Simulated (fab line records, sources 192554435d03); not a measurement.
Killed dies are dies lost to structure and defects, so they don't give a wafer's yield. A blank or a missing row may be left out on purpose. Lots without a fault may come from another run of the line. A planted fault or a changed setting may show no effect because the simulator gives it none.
Chamber matching | flow n5_finfet | N5_STI_FIN_REVEAL_CMP_04 on cmp-01: 4 sister chambers
The step polishes, stops on Si3N4, t overpolish 4 s, target thk 131.83 nm. 16 wafers are shown with their chamber, then 8 later ones without.

WAFERS WITH THEIR CHAMBER
wafer  | chamber | motor_current_A (A) | time_to_endpoint_s (s) | overpolish_run_s (s)
L078.1 | 0       | 9.2                 | 109                    | 3.994
L078.4 | 3       | 10.7                | 111                    | 3.995
L078.5 | 1       | 8.6                 | 104                    | 4.000
L079.1 | 3       | 10.7                | 112                    | 3.989
L079.3 | 2       | 6.8                 | 117                    | 4.007
L079.5 | 3       | 10.9                | 107                    | 3.999
L081.1 | 2       | 6.6                 | 109                    | 3.987
L081.2 | 1       | 8.5                 | 108                    | 3.999
L081.3 | 3       | 10.3                | 107                    | 4.004
L082.1 | 0       | 8.9                 | 109                    | 4.005
L082.3 | 3       | 10.6                | 109                    | 4.009
L082.5 | 3       | 10.9                | 106                    | 3.989
L087.1 | 2       | 7.0                 | 111                    | 4.004
L087.4 | 0       | 9.5                 | 106                    | 3.995
L087.5 | 2       | 6.6                 | 108                    | 4.010
L089.1 | 1       | 8.3                 | 103                    | 3.991

SIGNATURES (means of the wafers above)
reading            | chamber 0 | chamber 1 | chamber 2 | chamber 3 | scatter within a chamber
motor_current_A    | 9.200     | 8.467     | 6.750     | 10.683    | 0.221
time_to_endpoint_s | 108.00    | 105.00    | 111.25    | 108.67    | 2.86
overpolish_run_s   | 3.99800   | 3.99667   | 4.00200   | 3.99750   | 0.008
Rule: a wafer's distance from a chamber is the root of the sum, over the readings, of the square of ((its reading less the chamber's mean) divided by the reading's scatter). The wafer belongs to the nearest chamber; if the next one is less than 2 further off, it can't be placed. The scatter: the root of (the sum of the squares of (reading less its chamber's mean) over the shown wafers, divided by (wafers less chambers)).

WAFERS WITHOUT THEIR CHAMBER
wafer  | motor_current_A (A) | time_to_endpoint_s (s) | overpolish_run_s (s)
L089.2 | 10.5                | 105                    | 3.987
L089.4 | 9.0                 | 103                    | 3.991
L094.1 | 10.9                | 98                     | 4.009
L094.2 | 8.5                 | 101                    | 3.993
L094.3 | 6.5                 | 100                    | 4.019
L095.1 | 8.0                 | 96                     | 3.990
L095.2 | 10.8                | 91                     | 4.005
L095.3 | 6.5                 | 101                    | 4.002

WHICH CHAMBER EACH WENT THROUGH
wafer  | from the rows above     | in truth
L089.2 | 3                       | 3
L089.4 | can't be placed: 0 or 1 | 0
L094.1 | 3                       | 3
L094.2 | 1                       | 1
L094.3 | 2                       | 2
L095.1 | 1                       | 1
L095.2 | 3                       | 3
L095.3 | 2                       | 2
Placed correctly: 7 of 8. Can't be placed from these rows: 1 (the true chamber is among the candidates in 1). Placed wrongly: 0.
